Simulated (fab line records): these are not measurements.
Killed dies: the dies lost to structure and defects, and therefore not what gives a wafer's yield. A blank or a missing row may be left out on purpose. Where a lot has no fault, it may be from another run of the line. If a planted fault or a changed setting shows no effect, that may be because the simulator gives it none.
fab line records + flow nand-harc + part 2 of 2: steps 22 to 30 of 30
record
- lots=5
- wafers=15
- last-day=33
route steps=1302 shown A_CHANNEL_HOLE_D1@478 A_CHANNEL_FILL_D1@490
lots that met no fault: from a run of the same line without faults
start-h: hours from the record's first day to the start of the lot's first wafer shown + wait-h: how many hours have passed since the lot's step before this one + " as in the row above + L1.1+2: a row that stands for several wafers + - either no value or no given start + * or withheld: withheld + < > ~ a bound
route shown NAME@n: NAME is a module with steps in the file, n the number in the route of the first one + usual: mean and standard deviation over wafers with no fault + same: alike in all rows + chamber/n: place in a boat + sites: the reading at each site + _std_site: standard deviation of those values + _edge_site: outer sites' mean less inner sites' + radius-mm: how far each site lies from the wafer's centre + mask NAME#n: copy n + behind: the most recent tool/chamber to have shaped the wafer + hold: cause of the lot's hold/its duration in hours/its outcome + device: the n, p or np transistor that did not switch + end of line: the same wafers' tests at the end of the route + step lacking rows: just its recipe + killed: at the first sort, the dies lost to defects and structure; wafer yield is something else + map: a wafer's dies, marking killed ones x, the rest . and places with no die _
set.NAME: the setting that was run; set.NAME@STEP: the one run at that earlier step + model.NAME: the simulator's own value behind a step, which no gauge read
certain route steps with their lots: each step a table, each wafer a row
services: a tool's chamber out of use, with start hour (start-h, from the record's first day; less than 0 if before it), hours out, and reason
## steps
# step NHARC_A_CHANNEL_FILL_D1_ETCHBACK_19
# recipe
- target-depth-a=50
- time-s=1.7
- hbr-flow-sccm=150
- cl2-flow-sccm=50
- rf-w=400
- icp-w=400
- bias-w=100
- chemistry=HBr/Cl2
# usual
- drypump-motor-current-A=5.62/0.29
- oes-product-au=1.000/0.012
- throttle-valve-pct=26.406/0.0099
| lot.wafer | tool      | chamber | start-h | wait-h | drypump-motor-current-A | oes-product-au | rf-hours-counter-h | throttle-valve-pct |
|-----------|-----------|---------|---------|--------|-------------------------|----------------|--------------------|--------------------|
| L077.2    | rie-si-01 | 2       | 237.12  | 0.4    | 5.68                    | 0.993          | 0.19               | 26.402             |
| L077.1    | "         | 3       | "       | "      | 5.78                    | 0.997          | 0.19               | 26.409             |
| L077.4    | "         | 0       | "       | "      | 5.98                    | 0.998          | 0.21               | 26.412             |
| L084.4    | rie-si-02 | 1       | 309.69  | 0.4    | 5.56                    | 1.011          | 0.16               | 26.403             |
| L084.5    | "         | 0       | "       | "      | 5.15                    | 0.988          | -                  | 26.409             |
| L084.6    | "         | 1       | "       | "      | 5.54                    | 1.017          | -                  | 26.405             |
| L085.4    | rie-si-02 | 2       | 323.03  | 0.4    | 5.18                    | 0.992          | 0.17               | 26.408             |
| L085.2    | "         | 3       | "       | "      | 5.62                    | 1.013          | 0.14               | 26.405             |
| L085.1    | "         | 0       | "       | "      | 5.13                    | 1.004          | 0.19               | 26.396             |
| L087.2    | rie-si-01 | 1       | 335.42  | 0.4    | 5.57                    | 0.977          | 0.83               | 26.420             |
| L087.1    | "         | 2       | "       | "      | 5.74                    | 0.993          | 0.50               | 26.411             |
| L087.6    | "         | 2       | "       | "      | 5.66                    | 0.988          | -                  | 26.399             |
| L097.1    | rie-si-05 | 0       | 449.51  | 0.4    | 6.25                    | 1.016          | 0.88               | 26.389             |
| L097.2    | "         | 3       | "       | "      | 5.77                    | 1.013          | 0.93               | 26.405             |
| L097.6    | "         | 1       | "       | "      | 5.65                    | 0.986          | -                  | 26.409             |
# step NHARC_A_CHANNEL_FILL_D1_ETCHBACK_20
# recipe
- target-depth-a=270
- time-s=13.5
- c4f8-flow-sccm=withheld
- o2-flow-sccm=8
- ar-flow-sccm=withheld
- rf-w=600
- bias-w=1500
- chemistry=C4F8/O2/Ar
# usual
- oes-product-au=0.97/0.038
- rf-vpp-V=976/4.3
| lot.wafer | tool        | chamber | start-h | wait-h | oes-product-au | rf-hours-counter-h | rf-vpp-V |
|-----------|-------------|---------|---------|--------|----------------|--------------------|----------|
| L077.1    | rie-diel-13 | 3       | 237.24  | -      | 1.00           | 3.0                | 980      |
| L077.2    | "           | 0       | "       | "      | 0.99           | 3.5                | 969      |
| L077.4    | "           | 1       | "       | "      | 1.01           | 3.6                | 973      |
| L084.4    | rie-diel-02 | 0       | 309.81  | -      | 0.98           | 4.8                | 982      |
| L084.5    | "           | 0       | "       | "      | 0.98           | -                  | 980      |
| L084.6    | "           | 1       | "       | "      | 1.01           | -                  | 977      |
| L085.2    | rie-diel-02 | 3       | 323.14  | -      | 0.94           | 5.5                | 974      |
| L085.4    | "           | 0       | "       | "      | 0.91           | 5.2                | 981      |
| L085.1    | "           | 2       | "       | "      | 0.92           | 5.2                | 979      |
| L087.2    | rie-diel-03 | 1       | 335.55  | -      | 0.99           | 3.0                | 970      |
| L087.1    | "           | 3       | "       | "      | 1.01           | 2.9                | 975      |
| L087.6    | "           | 2       | "       | "      | 1.00           | -                  | 982      |
| L097.1    | rie-diel-13 | 3       | 449.65  | -      | 0.92           | 3.7                | 979      |
| L097.2    | "           | 1       | "       | "      | 0.93           | 3.6                | 971      |
| L097.6    | "           | 2       | "       | "      | 0.91           | -                  | 975      |
# step NHARC_A_CHANNEL_FILL_D1_STRIP_28
# recipe
- time-s=20
- o2-flow-sccm=500
- ar-flow-sccm=0
- bias-w=0
- chemistry=O2
# usual
- drypump-motor-current-A=5.8/0.41
- oes-product-au=0.997/0.012
- rf-vpp-V=57.7/0.83
- showerhead-plenum-p-Torr=3.46/0.1
- throttle-valve-pct=17.037/0.0084
| lot.wafer | tool        | chamber | start-h | wait-h | drypump-motor-current-A | oes-product-au | rf-hours-counter-h | rf-vpp-V | showerhead-plenum-p-Torr | throttle-valve-pct |
|-----------|-------------|---------|---------|--------|-------------------------|----------------|--------------------|----------|--------------------------|--------------------|
| L077.4    | rie-diel-13 | 2       | 237.33  | 0.1    | 5.2                     | 0.986          | 3.1                | 58.4     | 3.46                     | 17.036             |
| L077.2    | "           | 0       | "       | "      | 5.5                     | 0.990          | 3.5                | 57.9     | 3.32                     | 17.056             |
| L077.1    | "           | 1       | "       | "      | 6.4                     | 0.997          | 3.6                | 55.6     | 3.38                     | 17.028             |
| L084.4    | rie-diel-02 | 1       | 309.91  | 0.1    | 6.1                     | 1.006          | 4.4                | 60.2     | 3.49                     | 17.031             |
| L084.6    | "           | 2       | "       | "      | 6.7                     | 1.002          | -                  | 58.7     | 3.56                     | 17.030             |
| L084.5    | "           | 3       | "       | "      | 5.9                     | 1.014          | -                  | 56.9     | 3.42                     | 17.034             |
| L085.1    | rie-diel-02 | 0       | 323.70  | 0.5    | 5.6                     | 0.980          | 5.2                | 58.1     | 3.61                     | 17.037             |
| L085.4    | "           | 1       | "       | "      | 6.1                     | 1.004          | 4.8                | 59.1     | 3.49                     | 17.033             |
| L085.2    | "           | 3       | "       | "      | 5.9                     | 1.002          | 5.5                | 58.1     | 3.42                     | 17.031             |
| L087.2    | rie-diel-03 | 3       | 335.64  | 0.1    | 5.7                     | 1.006          | 3.0                | 57.2     | 3.45                     | 17.038             |
| L087.1    | "           | 1       | "       | "      | 5.8                     | 0.985          | 3.1                | 58.0     | 3.31                     | 17.041             |
| L087.6    | "           | 0       | "       | "      | 5.2                     | 0.985          | -                  | 58.1     | 3.49                     | 17.032             |
| L097.1    | rie-diel-13 | 3       | 449.73  | 0.1    | 5.6                     | 0.986          | 3.7                | 57.1     | 3.57                     | 17.033             |
| L097.2    | "           | 0       | "       | "      | 5.5                     | 0.993          | 3.8                | 56.6     | 3.32                     | 17.042             |
| L097.6    | "           | 3       | "       | "      | 5.6                     | 0.989          | -                  | 57.3     | 3.57                     | 17.020             |
# step NHARC_A_CHANNEL_FILL_D1_PRECLEAN_21
# recipe
- time-s=30
- chemistry=dHF
| lot.wafer  | tool         | chamber | start-h | wait-h |
|------------|--------------|---------|---------|--------|
| L077.1+4+2 | wet-bench-01 | 0,1,4   | 237.44  | -      |
| L084.6+4+5 | wet-bench-06 | 7,0,2   | 309.99  | -      |
| L085.4+2+1 | wet-bench-01 | 3,4,5   | 323.81  | -      |
| L087.2+1+6 | wet-bench-01 | 3,5,6   | 335.74  | -      |
| L097.1+6+2 | wet-bench-01 | 2,4,7   | 449.83  | -      |
# step NHARC_A_CHANNEL_FILL_D1_SRD_23
| lot.wafer  | tool         | chamber | start-h | wait-h |
|------------|--------------|---------|---------|--------|
| L077.1+4+2 | wet-bench-01 | 0,1,4   | 237.46  | 0.0    |
| L084.6+4+5 | wet-bench-06 | 7,0,2   | 310.02  | 0.0    |
| L085.4+2+1 | wet-bench-01 | 3,4,5   | 323.83  | 0.0    |
| L087.2+1+6 | wet-bench-01 | 3,5,6   | 335.76  | 0.0    |
| L097.1+6+2 | wet-bench-01 | 2,4,7   | 449.85  | 0.0    |
# step NHARC_A_CHANNEL_FILL_D1_CVD_05
# recipe
- target-thk-a=50
- temp-c=550
- material=poly-Si
# usual
- spike-tc-lower-C=551.1/0.96
- zone-power-upper-pct=6.5/0.59
| lot.wafer | tool          | chamber | start-h | wait-h | spike-tc-lower-C | zone-power-upper-pct |
|-----------|---------------|---------|---------|--------|------------------|----------------------|
| L077.1    | lpcvd-poly-03 | 0       | 239.91  | 2.4    | 551.5            | 5.9                  |
| L077.2    | "             | 0       | "       | "      | 550.8            | 6.0                  |
| L077.4    | "             | 0       | "       | "      | 551.5            | 5.9                  |
| L084.4    | lpcvd-poly-03 | 0       | 312.47  | 2.4    | 552.3            | 5.9                  |
| L084.5    | "             | 0       | "       | "      | 551.2            | 5.9                  |
| L084.6    | "             | 0       | "       | "      | 551.2            | 5.9                  |
| L085.1    | lpcvd-poly-03 | 0       | 325.81  | 2.0    | 550.6            | 5.9                  |
| L085.2    | "             | 0       | "       | "      | 550.0            | 5.9                  |
| L085.4    | "             | 0       | "       | "      | 550.9            | 6.0                  |
| L087.1    | lpcvd-poly-03 | 0       | 338.22  | 2.5    | 550.7            | 6.0                  |
| L087.2    | "             | 0       | "       | "      | 550.8            | 5.8                  |
| L087.6    | "             | 0       | "       | "      | 552.3            | 5.9                  |
| L097.1    | lpcvd-poly-01 | 0       | 452.12  | 2.3    | 551.7            | 6.6                  |
| L097.2    | "             | 0       | "       | "      | 551.5            | 6.8                  |
| L097.6    | "             | 0       | "       | "      | 552.0            | 6.7                  |
# step NHARC_A_CHANNEL_FILL_D1_ANNEAL_22
# recipe
- temp-c=620
- time-s=7200
# usual
- spike-tc-lower-C=620.5/1.5
- zone-power-upper-pct=8.5/1
| lot.wafer | tool       | chamber | start-h | wait-h | spike-tc-lower-C | zone-power-upper-pct |
|-----------|------------|---------|---------|--------|------------------|----------------------|
| L077.1    | furnace-08 | 0       | 245.10  | 3.3    | 620.0            | 9.5                  |
| L077.2    | "          | 0       | "       | "      | 619.6            | 9.7                  |
| L077.4    | "          | 0       | "       | "      | 621.6            | 10.0                 |
| L084.4    | furnace-08 | 0       | 317.68  | 3.3    | 621.5            | 9.9                  |
| L084.5    | "          | 0       | "       | "      | 619.1            | 9.8                  |
| L084.6    | "          | 0       | "       | "      | 617.9            | 9.7                  |
| L085.1    | furnace-08 | 0       | 330.97  | 3.3    | 618.7            | 9.8                  |
| L085.2    | "          | 0       | "       | "      | 617.6            | 9.8                  |
| L085.4    | "          | 0       | "       | "      | 617.6            | 9.7                  |
| L087.1    | furnace-08 | 0       | 343.45  | 3.3    | 618.9            | 9.7                  |
| L087.2    | "          | 0       | "       | "      | 618.3            | 9.8                  |
| L087.6    | "          | 0       | "       | "      | 619.3            | 9.7                  |
| L097.1    | furnace-01 | 0       | 457.38  | 3.4    | 621.6            | 7.8                  |
| L097.2    | "          | 0       | "       | "      | 621.0            | 7.7                  |
| L097.6    | "          | 0       | "       | "      | 621.2            | 7.6                  |
# step NHARC_A_CHANNEL_FILL_D1_ALD_25
# recipe
- target-thk-a=600
- pulse-time-s=10
- ald-cycles=600
- temp-c=300
- material=SiOx
# usual
- heater-power-w=462/32
- precursor-pulse-height-rel=1.001/0.019
- susceptor-temp-C=299.98/0.17
# same
- pulse-time-s=10
| lot.wafer | tool      | chamber | start-h | wait-h | heater-power-w | precursor-pulse-height-rel | susceptor-temp-C |
|-----------|-----------|---------|---------|--------|----------------|----------------------------|------------------|
| L077.1    | ald-hk-02 | 1       | 249.12  | 0.1    | 443            | 0.990                      | 299.91           |
| L077.4    | "         | 2       | "       | "      | 431            | 0.965                      | 300.03           |
| L077.2    | "         | 3       | "       | "      | 482            | 1.027                      | 299.89           |
| L084.4    | ald-hk-03 | 2       | 323.62  | 1.9    | 461            | 0.994                      | 300.30           |
| L084.5    | "         | 3       | "       | "      | 443            | 0.983                      | 299.87           |
| L084.6    | "         | 0       | "       | "      | 415            | 0.980                      | 299.85           |
| L085.1    | ald-hk-03 | 2       | 334.97  | 0.1    | 453            | 0.987                      | 300.20           |
| L085.2    | "         | 3       | "       | "      | 442            | 1.008                      | 299.67           |
| L085.4    | "         | 0       | "       | "      | 399            | 1.007                      | 300.02           |
| L087.1    | ald-hk-03 | 2       | 348.09  | 0.7    | 457            | 0.973                      | 300.04           |
| L087.2    | "         | 3       | "       | "      | 447            | 1.026                      | 299.97           |
| L087.6    | "         | 2       | 350.55  | 3.1    | 452            | 0.987                      | 300.07           |
| L097.2    | ald-hk-02 | 3       | 462.07  | 0.7    | 478            | 0.982                      | 300.17           |
| L097.1    | "         | 1       | 463.31  | 1.9    | 441            | 0.976                      | 300.04           |
| L097.6    | "         | 2       | "       | "      | 422            | 1.035                      | 299.92           |
# step NHARC_A_CHANNEL_FILL_D1_ETCHBACK_08
# recipe
- target-depth-a=2200
- time-s=110
- c4f8-flow-sccm=20
- ar-flow-sccm=withheld
- rf-w=600
- bias-w=300
- chemistry=C4F8
# usual
- oes-product-au=0.95/0.036
- rf-vpp-V=439.3/1.9
| lot.wafer | tool        | chamber | start-h | wait-h | oes-product-au | rf-hours-counter-h | rf-vpp-V |
|-----------|-------------|---------|---------|--------|----------------|--------------------|----------|
| L077.2    | rie-diel-13 | 2       | -       | -      | 0.91           | 3.4                | 440.2    |
| L077.1    | "           | 0       | "       | "      | 0.91           | 3.8                | 437.0    |
| L077.4    | "           | 2       | "       | "      | 0.91           | -                  | 440.0    |
| L084.4    | rie-diel-13 | 2       | -       | -      | 0.91           | 6.9                | 437.6    |
| L084.6    | "           | 1       | "       | "      | 0.93           | -                  | 438.6    |
| L084.5    | "           | 2       | "       | "      | 0.90           | -                  | 438.9    |
| L085.4    | rie-diel-13 | 0       | -       | -      | 0.99           | 7.1                | 436.7    |
| L085.1    | "           | 2       | "       | "      | 0.99           | 7.5                | 439.6    |
| L085.2    | "           | 3       | "       | "      | 1.01           | 6.6                | 441.9    |
| L087.1    | rie-diel-13 | 1       | -       | -      | 0.99           | 0.0                | 439.1    |
| L087.2    | "           | 3       | "       | "      | 0.99           | 0.0                | 442.0    |
| L087.6    | "           | 0       | "       | "      | 0.99           | -                  | 436.7    |
| L097.2    | rie-diel-13 | 0       | -       | -      | 0.93           | 4.5                | 438.4    |
| L097.1    | "           | 1       | "       | "      | 0.93           | 3.7                | 438.4    |
| L097.6    | "           | 0       | "       | "      | 0.93           | -                  | 436.9    |
## services
| tool         | chamber | start-h | hours | kind   |
|--------------|---------|---------|-------|--------|
| rie-diel-09  | 2       | 218.79  | 4.5   | repair |
| wet-bench-02 | -       | 229.91  | 1.3   | repair |
| rie-diel-09  | 0       | 239.80  | 1.7   | repair |
| wet-bench-02 | -       | 244.00  | 8.0   | pm     |
| rie-diel-13  | 3       | 249.14  | 13.6  | repair |
| rie-diel-13  | 1       | 258.48  | 1.5   | repair |
| wet-bench-01 | -       | 277.63  | 8.0   | pm     |
| rie-diel-07  | -       | 294.28  | 9.0   | pm     |
| rie-diel-09  | -       | 320.10  | 9.0   | pm     |
| wet-bench-07 | -       | 336.01  | 8.0   | pm     |
| rie-diel-13  | -       | 342.00  | 9.0   | pm     |
| ald-hk-02    | -       | 350.48  | 10.0  | pm     |
| rie-diel-13  | 3       | 387.48  | 1.3   | repair |
| ald-hk-03    | -       | 392.17  | 10.0  | pm     |
| wet-bench-02 | -       | 396.01  | 2.2   | repair |
| furnace-08   | -       | 409.52  | 4.2   | repair |
| wet-bench-02 | -       | 420.00  | 8.0   | pm     |
| rie-diel-09  | 0       | 427.66  | 5.7   | repair |
| rie-diel-09  | 1       | 431.50  | 4.7   | repair |
| rie-diel-07  | 1       | 442.29  | 7.0   | repair |
| wet-bench-02 | -       | 442.71  | 3.0   | repair |
| wet-bench-01 | -       | 453.71  | 8.0   | pm     |
| rie-diel-13  | 1       | 455.85  | 7.9   | repair |
| rie-diel-09  | 0       | 463.49  | 5.8   | repair |
